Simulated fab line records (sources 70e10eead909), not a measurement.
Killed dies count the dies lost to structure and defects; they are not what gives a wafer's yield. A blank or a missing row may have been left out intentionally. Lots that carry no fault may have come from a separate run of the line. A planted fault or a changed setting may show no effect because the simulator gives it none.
What tool caused it?    flow nand-harc    13 lots, 39 wafers sampled, at 5 steps of a route of 1302

WHAT THE GAUGES READ, wafer by wafer
NHARC_P_CONTACT_OVL_MEAS_13. Usual: overlay-x-nm 0.2 nm, standard deviation 0.63; overlay-y-nm 0.3 nm, standard deviation 0.65.
lot   measured      on          overlay-x-nm (nm)  overlay-y-nm (nm)  flag
L826  day 6 11:39   overlay-01  -0.1 -0.2 -0.2     1.5 1.6 0.7        
L828  day 7 06:26   overlay-01  0.2 0.6 0.2        -0.5 -0.2 0.1      
L831  day 8 06:32   overlay-01  0.1 0.1 0.2        1.1 0.7 0.9        
L830  day 8 07:13   overlay-01  -1.1 -0.7 -1.5     -0.4 0.1 -0.1      
L832  day 8 23:42   overlay-01  1.2 1.1 1.2        1.6 1.3 1.7        
L838  day 11 06:58  overlay-01  1.6 1.0 0.7        0.0 0.1 -0.7       
L839  day 12 00:54  overlay-01  0.6 0.8 0.9        0.8 0.8 0.8        
L840  day 12 03:41  overlay-02  1.4 1.7 1.3        -0.6 -1.1 -0.3     
L842  day 13 12:28  overlay-01  -0.2 -0.4 0.7      0.2 -0.8 0.0       
L843  day 13 18:07  overlay-02  0.1 0.5 -0.5       0.0 -1.3 0.1       
L845  day 13 23:32  overlay-01  0.5 0.5 0.8        1.2 0.7 0.9        
L846  day 14 12:07  overlay-02  0.6 0.8 0.0        -0.4 -0.3 -0.2     
L848  day 15 04:17  overlay-01  -0.4 -0.5 -0.7     -0.6 -0.1 0.4      

NHARC_END_SORT_01. Usual: killed-at-array 57, standard deviation 20; killed-at-other 1.0, standard deviation 1.5; killed-at-periphery 3.5, standard deviation 2.5; killed-dies 62, standard deviation 21; killed-open 3.5, standard deviation 1.9; killed-short 2.4, standard deviation 1.6.
lot   measured      on         killed-at-array  killed-at-other  killed-at-periphery  killed-dies  killed-open  killed-short  flag
L830  day 27 04:59  prober-02  71 61 71         1 0 1            493 572 544          565 633 616  2 3 3        1 3 2         OFF
L832  day 27 18:12  prober-02  47 48 53         1 1 0            572 509 506          620 558 559  4 6 8        3 6 3         OFF

WHAT TOOL EACH LOT RAN ON (gives the tool, then ch and the chambers of the sampled wafers, and finally the start)
lot   NHARC_P_CONTACT_CMP_01         NHARC_P_CONTACT_ETCH_36             NHARC_P_CONTACT_PVD_32
L826  cmp-01 ch 1,2,3, day 6 10:46   rie-diel-12 ch 0,3, day 6 11:55     pvd-sputter-01, no start
L828  cmp-01 ch 0,2,3, day 7 05:34   rie-diel-06 ch 0,2,3, day 7 06:43   pvd-sputter-01, no start
L831  cmp-01 ch 2,3, day 8 05:37     rie-diel-13 ch 0,1, day 8 06:49     pvd-sputter-01, no start
L830  cmp-02 ch 0,2,3, day 8 06:28   rie-diel-06 ch 0,2,3, day 8 07:34   pvd-sputter-02, day 27 04:59 or earlier
L832  cmp-02 ch 0,1,3, day 8 22:48   rie-diel-06 ch 0,1,2, day 9 00:02   pvd-sputter-02, day 27 18:12 or earlier
L838  cmp-04 ch 1,3, day 11 06:05    rie-diel-06 ch 1,2, day 11 07:22    pvd-sputter-01, no start
L839  cmp-01 ch 0,1,3, day 12 00:11  rie-diel-06 ch 0,1, day 12 01:26    pvd-sputter-03, no start
L840  cmp-01 ch 0,1,3, day 12 02:55  rie-diel-06 ch 0,1, day 12 03:59    pvd-sputter-01, no start
L842  cmp-01 ch 0,1,3, day 13 11:35  rie-diel-06 ch 0,1,2, day 13 12:49  pvd-sputter-03, no start
L843  cmp-04 ch 1,2,3, day 13 17:13  rie-diel-13 ch 0,2,3, day 13 18:23  pvd-sputter-01, no start
L845  cmp-02 ch 0,2,3, day 13 22:47  rie-diel-12 ch 0,1,3, day 13 23:52  pvd-sputter-01, no start
L846  cmp-04 ch 2,3, day 14 11:11    rie-diel-06 ch 1,2,3, day 14 12:27  pvd-sputter-01, no start
L848  cmp-02 ch 0,1,3, day 15 03:04  rie-diel-13 ch 0,2, day 15 04:35    pvd-sputter-01, no start
- NHARC_P_CONTACT_CMP_01: polishes SiO2, target thk 200 nm.
- NHARC_P_CONTACT_ETCH_36: etches the open film in N2/H2, target depth 260 nm, time 406.25 s.
- NHARC_P_CONTACT_PVD_32: deposits Ti, target thk 5 nm, time 17.7 s.

WHAT THE TOOLS THEMSELVES READ (means of the sampled wafers that have a number; where no wafer has one, the mark that the record gives instead)
NHARC_P_CONTACT_CMP_01. Usual: motor-current-A 12.1 A, standard deviation 1.
lot   tool    motor-current-A (A)  flag
L826  cmp-01  12.0                 
L828  cmp-01  12.2                 
L831  cmp-01  12.5                 
L830  cmp-02  12.9                 
L832  cmp-02  12.6                 
L838  cmp-04  12.3                 
L839  cmp-01  11.9                 
L840  cmp-01  12.3                 
L842  cmp-01  12.0                 
L843  cmp-04  11.4                 
L845  cmp-02  12.5                 
L846  cmp-04  12.3                 
L848  cmp-02  12.8                 

NHARC_P_CONTACT_ETCH_36. Usual: drypump-motor-current-A is 5.7 A with standard deviation 0.52, oes-product-au is 1.005 a.u. with standard deviation 0.011, rf-fwd-power-W is 399.4 W with standard deviation 1.1, rf-vpp-V is 430.1 V with standard deviation 1.9, run-length-s is 427.6 s with standard deviation 0.4, showerhead-plenum-p-Torr is 2.02 Torr with standard deviation 0.064, and throttle-valve-pct is 14.170 % with standard deviation 0.0085.
lot   tool         drypump-motor-current-A (A)  oes-product-au (a.u.)  rf-fwd-power-W (W)  rf-vpp-V (V)  run-length-s (s)  showerhead-plenum-p-Torr (Torr)  throttle-valve-pct (%)  flag
L826  rie-diel-12  5.8                          0.999                  399.5               430.7         427.2             2.02                             14.177                  
L828  rie-diel-06  5.6                          1.008                  400.2               430.4         427.5             2.01                             14.169                  
L831  rie-diel-13  6.2                          0.996                  400.3               432.2         427.9             2.07                             14.165                  
L830  rie-diel-06  5.6                          1.008                  -                   429.8         330.0             2.01                             14.176                  OFF
L832  rie-diel-06  5.7                          1.002                  -                   429.3         329.9             2.02                             14.166                  OFF
L838  rie-diel-06  5.4                          1.002                  399.0               429.4         427.3             2.00                             14.166                  
L839  rie-diel-06  5.8                          1.005                  398.6               430.9         427.1             2.05                             14.165                  
L840  rie-diel-06  5.8                          1.006                  398.5               431.2         427.4             2.05                             14.173                  
L842  rie-diel-06  5.7                          1.002                  399.2               428.7         427.3             2.02                             14.173                  
L843  rie-diel-13  5.5                          1.009                  400.2               430.2         427.8             2.03                             14.169                  
L845  rie-diel-12  5.9                          0.996                  398.6               430.3         427.5             2.03                             14.168                  
L846  rie-diel-06  5.4                          1.003                  399.0               428.5         427.5             1.99                             14.172                  
L848  rie-diel-13  5.1                          1.021                  399.9               430.1         427.8             2.01                             14.175                  

NHARC_P_CONTACT_PVD_32. Usual: throttle-valve-pct 29.9 %, standard deviation 1.2.
lot   tool            throttle-valve-pct (%)  flag
L826  pvd-sputter-01  30.4                    
L828  pvd-sputter-01  29.5                    
L831  pvd-sputter-01  30.5                    
L830  pvd-sputter-02  30.1                    
L832  pvd-sputter-02  30.4                    
L838  pvd-sputter-01  29.0                    
L839  pvd-sputter-03  29.7                    
L840  pvd-sputter-01  30.4                    
L842  pvd-sputter-03  29.6                    
L843  pvd-sputter-01  29.1                    
L845  pvd-sputter-01  30.6                    
L846  pvd-sputter-01  29.4                    
L848  pvd-sputter-01  29.3                    

THE ANSWER, worked out from the rows above alone
Rule: a lot counts as off when the mean over its wafers that have a number is more than 3 standard deviations away from the usual mean. Also off: a lot with no number at a reading for which 4 or more lots have one. The other lots that the step has rows for count as sound. The gauges are gone through in route order, then the tools' own readings, and for those a lot's mean is taken as printed above. At the first step where some lot is off, the reading lying furthest off is the one used; lots without a number count as furthest.
Off, at NHARC_END_SORT_01 on killed-at-periphery: L830, L832. Neither off nor sound, because the step has no rows for them: L826, L828, L831, L838, L839, L840, L842, L843, L845, L846, L848.
If a tool, at a process step before that reading, ran all the lots that are off and no sound lot after the first of them, it fits. The gauges at NHARC_END_SORT_01 aren't tried: what is off there is off at NHARC_P_CONTACT_ETCH_36 too, on other tools, and a gauge's error can't cause that. NHARC_P_CONTACT_PVD_32: start missing for some lots; hours and lot order therefore follow NHARC_END_SORT_01. Can't be told from this: 3 tools fit, cmp-02 at NHARC_P_CONTACT_CMP_01, rie-diel-06 at NHARC_P_CONTACT_ETCH_36, pvd-sputter-02 at NHARC_P_CONTACT_PVD_32.

WHAT HAD BEEN PUT IN BY THE SIMULATOR
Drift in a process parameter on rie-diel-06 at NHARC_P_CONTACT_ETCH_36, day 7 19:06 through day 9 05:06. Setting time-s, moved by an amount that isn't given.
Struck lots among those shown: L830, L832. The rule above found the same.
